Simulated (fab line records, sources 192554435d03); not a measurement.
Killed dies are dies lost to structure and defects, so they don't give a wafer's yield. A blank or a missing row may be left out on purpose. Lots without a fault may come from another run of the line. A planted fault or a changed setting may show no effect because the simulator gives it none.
fab line records | flow n5_finfet
record lots=4 wafers=12 last_day=18
route steps=1938 shown BEOL_M8@1381 BEOL_M9@1401 PASSIVATION@1936
lots that met no fault: from a run of the same line without faults
start_h: hours from the record's first day to the start of the lot's first wafer shown | wait_h: hours since the lot's step before | " the same as in the row above | L1.1+2: a row that stands for several wafers | - no value, or no start given | * or withheld: withheld | < > ~ a bound
route shown NAME@n: a module of which the file shows steps, and the number in the route of the first | usual: mean/standard deviation of fault-free wafers | same: alike in all rows | chamber/n: place in a boat | sites: the reading at each site | _std_site: their standard deviation | _edge_site: outer sites' mean less inner sites' | radius_mm: how far each site lies from the wafer's centre | mask NAME#n: copy n | behind: the tool/chamber that last shaped the wafer | hold: why the lot was held/for how many hours/how that ended | device: the transistor (n, p or np) that didn't switch | end of line: the same wafers' tests at the end of the route | a step without rows: its recipe alone | killed: dies lost to structure and defects at the first sort, not the wafer's yield | map: a wafer's dies, x killed, . not, _ none there
set.NAME: the setting as run; set.NAME@STEP: as run at that earlier step | model.NAME: the simulator's own value behind a step, which no gauge read
lots at some steps of the route; a table a step, a row a wafer
services: from which hour (start_h, from the record's first day; less than 0 if before it) a tool's chamber was out of use, for how many hours, and why
## steps
# step N5_BEOL_M8_HM_STRIP_39
# recipe chemistry=peroxide_tin_strip material=TiN target_depth_a=250 temp_c=50 time_s=158
# step N5_BEOL_M8_SRD_40
# recipe time_s=30 temp_c=23 rinse_liquid=diw dry=ipa_marangoni
# step N5_BEOL_M8_PRECLEAN_42
# recipe chemistry=residue_remover time_s=60 temp_c=40
# step N5_BEOL_M8_SRD_43
# recipe time_s=30 temp_c=23 rinse_liquid=diw dry=ipa_marangoni
# step N5_BEOL_M8_CURE_75
# recipe temp_c=370 time_s=120 ambient=DMADMS/He material=SiCOH_lowk
# step N5_BEOL_M8_DEGAS_44
# recipe ambient=vacuum temp_c=250 time_s=60
# step N5_BEOL_M8_PRE_CLEAN_45
# recipe gas=H2/He time_s=30 temp_c=250
# step N5_BEOL_M8_ALD_77
# recipe material=TaN target_thk_a=20 temp_c=275 ald_precursor_family=PDMAT ald_co_reactant=NH3 pressure_torr=3 carrier_flow_sccm=1500 pulse_time_s=2 purge_time_s=3 co_reactant_purge_time_s=2 co_reactant_pulse_time_s=3 ald_cycles=40 precursor_vessel_temp_c=75 precursor_vessel_pressure_torr=26.25 precursor_vessel_carrier_sccm=1000
# step N5_BEOL_M8_SURFACE_TREAT_79
# recipe gas=Ar time_s=* ion_energy_ev=* ion_current_ma_cm2=0.5 pressure_mtorr=* ar_flow_sccm=30
# step N5_BEOL_M8_CVD_78
# recipe material=Co target_thk_a=20 temp_c=withheld precursor=CCTBA/H2 pressure_torr=30 time_s=142.3
# step N5_BEOL_M8_SPUTTER_48
# recipe material=Cu target_thk_a=100 temp_c=-20 bias_v=60 power_w=26000 chamber_pressure_pa=0.13 time_s=1.667
# usual bias_v=60.0/0.54 chamber_pressure_pa=0.13/0.00025 throttle_valve_pct=29.9/1.1
# columns lot.wafer tool chamber start_h wait_h bias_v chamber_pressure_pa throttle_valve_pct
L770.2 pvd_sputter-03 - 216.51 0.1 61.0 0.12972 29.8
L770.4 " - " " 60.2 0.13007 31.3
L770.6 " - " " 59.5 0.13003 30.8
L780.1 pvd_sputter-01 - 277.80 0.1 60.7 0.13031 32.7
L780.3 " - " " 60.3 0.13026 29.4
L780.6 " - " " 59.6 0.12985 30.9
L789.2 pvd_sputter-03 - 332.61 0.1 59.6 0.12988 30.6
L789.5 " - " " 60.6 0.12964 29.6
L789.6 " - " " 60.1 0.13041 28.2
L791.1 pvd_sputter-03 - 345.10 1.6 59.8 0.13006 30.6
L791.4 " - " " 60.3 0.13028 30.9
L791.6 " - " " 58.8 0.12986 28.1
# step N5_BEOL_M8_ECD_50
# recipe material=Cu target_thk_a=3000
# step N5_BEOL_M8_ANNEAL_51
# recipe temp_c=225 time_s=90 ambient=N2
# step N5_BEOL_M8_CMP_52
# recipe stop_on=SiCOH_lowk t_overpolish_s=6.9 down_force_psi=1 platen_rpm=50 clearing_platen_down_force_psi=1.5 clearing_platen_rpm=50 post_cmp_clean=cu_alkaline target_thk_nm=80 clearing_platen_pad_velocity_m_s=0.99484 pad_velocity_m_s=0.99484
# step N5_BEOL_M8_PRE_CLEAN_55
# recipe gas=NH3 time_s=15 temp_c=withheld rf_power_w=300
# step N5_BEOL_M8_DEP_56
# recipe material=SiCN target_thk_a=100 temp_c=withheld precursor=3MS/NH3 pressure_torr=3 rf_w=202 time_s=17.5
# step N5_BEOL_M9_ILD_DEP_00
# recipe material=SiCOH_lowk target_thk_a=3085.1 temp_c=300 precursor=DEMS/porogen pressure_torr=5 rf_w=500 time_s=58
# step N5_BEOL_M9_CURE_71
# recipe temp_c=385 time_s=240 ambient=He/Ar material=SiCOH_lowk
# step N5_BEOL_M9_PECVD_70
# recipe material=SiO2 target_thk_a=200 temp_c=400 precursor=TEOS/O2 pressure_torr=5.5 rf_w=450 teos_flow_sccm=53.8 gas=O2 flow_sccm=3000 time_s=22.7
# step N5_BEOL_M9_HM_DEP_02
# recipe material=TiN target_thk_a=200 temp_c=25 chamber_pressure_pa=0.49996
# step N5_BEOL_M9_COAT_59
# recipe resist=SOC temp_c=250 time_s=60 spin_rpm=1500 resist_thk_nm=100
# step N5_BEOL_M9_COAT_60
# recipe resist=SiARC temp_c=220 time_s=60 spin_rpm=1500 resist_thk_nm=30
# step N5_BEOL_M9_COAT_05
# recipe resist=CAR-ArF spin_rpm=1500 resist_thk_nm=90
# step N5_BEOL_M9_EBR_07
# recipe solvent=PGMEA ebr_width_mm=1.5
# step N5_BEOL_M9_SOFTBAKE_06
# recipe temp_c=110 time_s=60 resist=CAR-ArF
# step N5_BEOL_M9_EXPOSE_08
# recipe mask_id=M9 na=1.35 source_shape=dipole sigma_inner=0.411 sigma_outer=0.611 polarization=te dose_mj=53.75
# step N5_BEOL_M9_PEB_09
# recipe peb_temp_c=withheld peb_time_s=60 resist=CAR-ArF
# step N5_BEOL_M9_DEVELOP_10
# recipe develop_time_s=30 developer=TMAH resist=CAR-ArF rinse_liquid=diw dry=air_spin dev_temp_c=23
# step N5_BEOL_M9_DESCUM_16
# recipe chemistry=O2 time_s=7.9 source_power_w=50 bias_power_w=20 pressure_mtorr=20 rf_frequency_hz=2.712e+07 temp_c=40 resist=CAR-ArF o2_flow_sccm=225
# step N5_BEOL_M9_ETCH_61
# recipe chemistry=CF4 target=SiARC target_depth_a=390 mask_material=CAR-ArF time_s=65 ion_energy_ev=80 pressure_mtorr=40 source_w=545 bias_w=36 Ar_flow_sccm=100 cf4_flow_sccm=100 ends=cleared
# step N5_BEOL_M9_ETCH_62
# recipe chemistry=N2/H2 target=SOC target_depth_a=1100 overetch_a=220 mask_material=SiARC temp_c=40 time_s=165 ion_energy_ev=200 pressure_mtorr=30 source_w=840 bias_w=150 n2_flow_sccm=200 h2_flow_sccm=200
# step N5_BEOL_M9_STRIP_68
# recipe chemistry=N2/H2 temp_c=40 n2_flow_sccm=200 h2_flow_sccm=200 rf_frequency_hz=6e+07
# step N5_BEOL_M9_STRIP_67
# recipe chemistry=CF4 resist=SiARC power_w=300 bias_power_w=75 pressure_mtorr=50 cf4_flow_sccm=150 rf_frequency_hz=6e+07
# step N5_PASSIVATION_PROBE_49
# usual defect_limited_yield=91.2/1.6 killed_at_M0_to_M3=34/11 killed_at_M4_up=14/5.7 killed_at_contacts=14/6.6 killed_at_front_end=37/10 killed_at_other=4/3.2 killed_dies=104/19 killed_open=69/13 killed_short=33/8.7 sort_bin_4_leakage=0.00/0.014 sort_bin_5_function=5.1/1 sort_bin_6_memory=3.3/0.76 sort_bin_8_speed=0.00/0.016 sort_n_pass=1076/19 sort_yield_pct=91.2/1.6
# same gross_dies=1180 killed_at_back_side=0
# columns lot.wafer tool chamber start_h wait_h defect_limited_yield[%] killed_at_M0_to_M3 killed_at_M4_up killed_at_contacts killed_at_front_end killed_at_other killed_dies killed_open killed_short sort_bin_4_leakage[%] sort_bin_5_function[%] sort_bin_6_memory[%] sort_bin_8_speed[%] sort_n_pass sort_yield_pct[%]
L770.2 prober-01 - 275.85 0.1 93.2 29 4 11 32 4 80 56 24 0 4.2 2.4 0 1100 93.2
L770.4 prober-01 - 275.95 0.2 94.2 18 12 6 31 2 69 46 23 0 3.4 2.2 0 1111 94.2
L770.6 prober-01 - 276.05 0.3 91.3 28 14 16 45 0 103 80 23 0 5.3 3.1 0 1077 91.3
L789.6 prober-02 - 395.18 0.3 91.2 30 41 7 19 7 104 60 26 0 5.2 3.5 0 1076 91.2
L791.4 prober-02 - 425.49 0.2 89.6 27 35 2 46 13 123 64 35 0 6.4 3.4 0.08 1056 89.5
L791.6 prober-02 - 425.59 0.3 88.1 31 32 12 57 9 141 76 48 0 6.6 4.7 0 1039 88.1
# killed by level:class
L770.2 STI_FIN_REVEAL:geometric_particle:open=18 BEOL_M1:geometric_particle:open=9 MOL_CONTACT_COAG:geometric_particle:open=8 BEOL_M0_SAQP:geometric_particle:open=4 BEOL_M3:geometric_particle:open=4 STI_FIN_REVEAL:geometric_particle:short=3 MOL_CONTACT_COAG:geometric_particle:short=3 BEOL_M1:geometric_particle:short=3
L770.4 FIN_SAQP:geometric_particle:short=10 STI_FIN_REVEAL:geometric_particle:open=7 MOL_CONTACT_COAG:geometric_particle:open=6 BEOL_M4:geometric_particle:open=6 FIN_SAQP:geometric_particle:open=5 BEOL_M0_SAQP:geometric_particle:open=5 BEOL_M1:geometric_particle:open=5 DUMMY_GATE:geometric_particle:open=4
L770.6 STI_FIN_REVEAL:geometric_particle:open=21 MOL_CONTACT_COAG:geometric_particle:open=12 FIN_SAQP:geometric_particle:open=9 BEOL_M4:geometric_particle:open=9 BEOL_M2:geometric_particle:open=5 FIN_SAQP:geometric_particle:short=4 BEOL_M0_SAQP:geometric_particle:open=4 MOL_CONTACT_COAG:geometric_particle:short=4
L789.6 BEOL_M8:interface_void_opened=17 BEOL_M4:geometric_particle:open=11 BEOL_M3:geometric_particle:open=8 STI_FIN_REVEAL:geometric_particle:open=7 MOL_CONTACT_COAG:geometric_particle:open=5 FIN_SAQP:geometric_particle:open=4 BEOL_M0_SAQP:geometric_particle:open=4 BEOL_M0_SAQP:geometric_particle:short=4
L791.4 BEOL_M8:interface_void_opened=20 FIN_SAQP:geometric_particle:open=10 FIN_SAQP:geometric_particle:short=9 BEOL_M1:geometric_particle:open=8 ILD0:geometric_particle:open=6 BEOL_M4:geometric_particle:open=6 STI_FIN_REVEAL:geometric_particle:open=4 BEOL_M0:geometric_particle:open=4
L791.6 BEOL_M8:interface_void_opened=15 FIN_SAQP:geometric_particle:short=10 MOL_CONTACT_COAG:geometric_particle:open=10 BEOL_M4:geometric_particle:open=8 STI_FIN_REVEAL:geometric_particle:open=7 DUMMY_GATE:geometric_particle:open=7 BEOL_M2:geometric_particle:open=7 BEOL_M3:geometric_particle:open=7
# map L789.6 (x killed, . not)
_________________....x....xx.________________
______________..x..............._____________
___________.............x..x.......__________
__________........x.............x.x._________
________.x...x...x....x..............._______
_______.........x...x.x....x......xx...______
______..x................x............xx_____
_____..............x.....................____
____.x..............................x.....___
___..x.....................x.........x.....__
___..............x........................x__
__....x................x....x...........x..._
__....................xx...........xx....x.x_
_xx.....x......x............x.....x...x......
_......x..................x.................x
_..xx.......x........................xx....x.
_...x............................x...........
_x...........................................
_...................................x.x......
_..................x..x......................
_....x.......xx.................x...........x
__x..................x......................_
__.x....x...x......x........x..x...........x_
___................x..x................x...__
___....x..............................x....__
____.x...........x.........x....x......x.x___
_____.............................x.x...x____
______..................x..........x...._____
_______x.............................x.______
________..........x..................._______
__________.........................x_________
___________.......x.........x..x...__________
______________...............x.._____________
_________________......x..x..________________
# map L791.6 (x killed, . not)
_________________....x.......________________
______________............x.x.x._____________
___________.xx...x................x__________
__________.........x....x........xxx_________
________x.x...xx.x.x............x.x..._______
_______.x........xx..x...........x...x.______
______.............x.............x......_____
_____......x.................x......x....____
____................x..x.x.........x.....x___
___..x..x..x........x....x.......x.xx.....x__
___..x...............x.........x.......x...__
__........................x................x_
__...........x........x....................._
_x.....x.............................x.......
_x........x.......x.x............x..x.x......
_..............xx..x...x.....................
_..........x..........x...x....x............x
_xx.....x........x...x......x.....x....x.....
_.x............xx........x.....x.............
_......................x......x............xx
_.......................x.x.........x........
__......x.....x.....x......................._
__.............x.........x..x..........x.x.x_
___.....................x..................__
___..xx....x...............x.x.x...x.......__
____......x...x......x..x.........x.x.....___
_____..x...x....x......x............x....____
______...x..........xx..........xx......_____
_______........x.......................______
________..........x...x....x.x.x......_______
__________.....x..............x....._________
___________......x......x.....x....__________
______________......x..........._____________
_________________x......x.x..________________
## services
# columns tool chamber start_h hours kind
pvd_sputter-03 - 309.90 0.8 repair
pvd_sputter-01 - 335.20 1.6 repair
## key
first_sign step=N5_PASSIVATION_PROBE_49 reading=killed_at_M4_up direction=up sigmas=3.8 usual=14 struck=36
effect none on later readings
met_at N5_BEOL_M8_SPUTTER_48
struck_wafers L789.6,L791.4,L791.6
onset_between 216.51 332.61
fault kind=process_parameter_drift tool=pvd_sputter-03 chamber=- onset_h=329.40 steps=N5_BEOL_M8_SPUTTER_48 channel=time_s offset=* shape=step end_h=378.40 scope=struck_wafers_only acts_in=* stated=*
